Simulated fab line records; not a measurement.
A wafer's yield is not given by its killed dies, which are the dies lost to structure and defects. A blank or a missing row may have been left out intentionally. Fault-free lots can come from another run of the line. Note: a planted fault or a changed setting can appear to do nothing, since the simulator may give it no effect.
Matching of chambers / flow n5Finfet / N5_BEOL_M14_TRENCH_ETCH_34 on rieDiel-06: 4 sister chambers
The step etches SiO2 in C4F8/O2/Ar, target depth 556.65 nm, time 126.9 s. 8 wafers are shown with their chamber, then 8 later ones without.

== WAFERS, EACH WITH ITS CHAMBER ==
wafer=L078.4; chamber=1; rfVppV (V)=2253; drypumpMotorCurrentA (A)=5.2
wafer=L078.6; chamber=0; rfVppV (V)=2184; drypumpMotorCurrentA (A)=5.2
wafer=L079.3; chamber=0; rfVppV (V)=2185; drypumpMotorCurrentA (A)=5.2
wafer=L079.5; chamber=3; rfVppV (V)=2156; drypumpMotorCurrentA (A)=5.9
wafer=L086.1; chamber=2; rfVppV (V)=2232; drypumpMotorCurrentA (A)=5.1
wafer=L086.3; chamber=3; rfVppV (V)=2156; drypumpMotorCurrentA (A)=5.9
wafer=L086.5; chamber=1; rfVppV (V)=2252; drypumpMotorCurrentA (A)=5.2
wafer=L088.2; chamber=2; rfVppV (V)=2231; drypumpMotorCurrentA (A)=5.2

== WAFERS WITH NO CHAMBER GIVEN ==
wafer=L088.3; rfVppV (V)=2252; drypumpMotorCurrentA (A)=5.2
wafer=L088.4; rfVppV (V)=2251; drypumpMotorCurrentA (A)=5.2
wafer=L092.3; rfVppV (V)=2153; drypumpMotorCurrentA (A)=5.9
wafer=L092.5; rfVppV (V)=2184; drypumpMotorCurrentA (A)=5.3
wafer=L092.6; rfVppV (V)=2252; drypumpMotorCurrentA (A)=5.2
wafer=L094.3; rfVppV (V)=2230; drypumpMotorCurrentA (A)=5.1
wafer=L094.5; rfVppV (V)=2184; drypumpMotorCurrentA (A)=5.2
wafer=L094.6; rfVppV (V)=2250; drypumpMotorCurrentA (A)=5.2

== EACH ONE'S CHAMBER ==
wafer=L088.3; from the rows above=1; in truth=1
wafer=L088.4; from the rows above=1; in truth=1
wafer=L092.3; from the rows above=3; in truth=3
wafer=L092.5; from the rows above=0; in truth=0
wafer=L092.6; from the rows above=1; in truth=1
wafer=L094.3; from the rows above=2; in truth=2
wafer=L094.5; from the rows above=0; in truth=0
wafer=L094.6; from the rows above=1; in truth=1
Correct placement for 8 of the 8. Can't be placed from these rows: 0. Placed wrongly: 0.
How it was worked out, from the rows above alone: a wafer's distance from a chamber is the root of the sum, over the readings, of the square of ((its reading less the chamber's mean) divided by the reading's scatter). The wafer belongs to the nearest chamber; if the next one is less than 2 further off, it can't be placed. For every chamber, the mean is computed from those of its wafers that are shown. The scatter is the square root of a quotient: the sum, over the shown wafers, of each reading's squared deviation from its chamber's mean, divided by wafers minus chambers.
